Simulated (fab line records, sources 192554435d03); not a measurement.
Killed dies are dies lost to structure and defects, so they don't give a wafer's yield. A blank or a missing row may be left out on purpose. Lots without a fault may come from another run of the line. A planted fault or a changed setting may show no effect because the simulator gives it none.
Split-lot experiment | flow n5_finfet | 7 lots, 21 wafers read, on a route of 1938 steps

THE SPLIT
At N5_BEOL_M7_PECVD_70 (deposits SiO2 from TEOS/O2, target thk 20 nm, time 22.7 s), the setting temp_c was moved away from the recipe's 400 C on 6 of the 21 wafers read, by -3.3% to +4.2%. The other wafers ran this setting at the recipe's value.

FROM THE SPLIT TO THE READING: what the file shows between them, 3 steps
- N5_BEOL_M7_HM_DEP_02: deposits TiN, target thk 20 nm
- N5_BEOL_M7_COAT_59: time 60 s, resist thk 100 nm
- N5_BEOL_M7_STRIP_80: strips in N2/H2, time 10 s

THE READING
SiO2_of_BEOL_M7_PECVD_70.thk_nm (the simulator's own value, which no gauge read), in nm, at N5_BEOL_M7_HM_STRIP_39 (strips TiN in peroxide tin strip, target depth 25 nm, time 158 s). The file gives no usual value for it. The 15 wafers here that ran the recipe average 19.8 nm, standard deviation 0.3 nm.

wafer  | tool, chamber at the split | temp_c as run, C | against the recipe | SiO2_of_BEOL_M7_PECVD_70.thk_nm, nm | against lot-mates on the recipe
L074.1 | pecvd-01, 0,1              | 400              | recipe             | 19.4                                | -
L074.2 | pecvd-01, 0,1              | 400              | recipe             | 19.4                                | -
L074.5 | pecvd-01, 0                | 400              | recipe             | 19.6                                | -
L082.2 | pecvd-03, 0                | 416.8            | +4.2%              | 17.6                                | -2.4
L082.5 | pecvd-03, 0                | 416.8            | +4.2%              | 18                                  | -2.0
L082.6 | pecvd-03, 1                | 400              | recipe             | 20                                  | -
L084.4 | pecvd-03, 2                | 400              | recipe             | 19.8                                | -
L084.5 | pecvd-03, 0                | 400              | recipe             | 20.2                                | -
L084.6 | pecvd-03, 1                | 414.6            | +3.6%              | 18                                  | -2.0
L086.1 | pecvd-01, 0                | 400              | recipe             | 19.8                                | -
L086.4 | pecvd-01, 2                | 386.7            | -3.3%              | 21.8                                | +1.8
L086.5 | pecvd-01, 0                | 400              | recipe             | 20.2                                | -
L091.1 | pecvd-04, 1                | 400              | recipe             | 19.8                                | -
L091.4 | pecvd-04, 0                | 400              | recipe             | 19.4                                | -
L091.5 | pecvd-04, 2                | 400              | recipe             | 20.4                                | -
L092.3 | pecvd-01, 0                | 400              | recipe             | 19.6                                | -
L092.5 | pecvd-01, 1,0              | 400              | recipe             | 20                                  | -
L092.6 | pecvd-01, 1,0              | 400              | recipe             | 19.8                                | -
L093.3 | pecvd-03, 2                | 410.2            | +2.6%              | 18.2                                | -1.8
L093.4 | pecvd-03, 0                | 410.2            | +2.6%              | 18.4                                | -1.6
L093.6 | pecvd-03, 0                | 400              | recipe             | 20                                  | -
Where a row lists several chambers, the file gives one row for several wafers and doesn't say which wafer went through which chamber.

THE FIT
A straight line over all 21 wafers: SiO2_of_BEOL_M7_PECVD_70.thk_nm changes by -0.526 nm for each +1% of temp_c; r = -0.96; the points scatter about the line by 0.29 nm.
The same after taking each lot's own level away (the mean of its wafers on the recipe; 21 wafers): -0.553 nm for each +1%; r = -0.97; scatter 0.24 nm.
On that fit, the largest move of temp_c shifts the reading by 2.3 nm.
The lots' own levels span 19.47 to 20.00 nm, that is 1.8 times the standard deviation above.
So the lot-to-lot level changes the slope little: the two slopes agree.
Check: with one of the wafers moved furthest among these (+4.2%) left out of the fit, the line predicts -2.32 nm for it against its lot-mates. It came out at -2.4 nm against them.

THE WHOLE CHAIN: every reading that the file lists as answering this split, in the file's order
step                   | what it does                                                     | reading                                                                          | change (the file's fit)               | r (the file's)
N5_BEOL_M7_PECVD_70    | deposits SiO2 from TEOS/O2, target thk 20 nm, time 22.7 s        | SiO2_of_BEOL_M7_PECVD_70.thk_nm (the simulator's own value, which no gauge read) | -0.569 nm for each +1% of the setting | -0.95
N5_BEOL_M7_HM_STRIP_39 | strips TiN in peroxide tin strip, target depth 25 nm, time 158 s | SiO2_of_BEOL_M7_PECVD_70.thk_nm (the simulator's own value, which no gauge read) | -0.554 nm for each +1% of the setting | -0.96

THE FILE'S OWN FIT
SiO2_of_BEOL_M7_PECVD_70.thk_nm changes by -0.554 nm for each +1% of temp_c, r = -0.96.
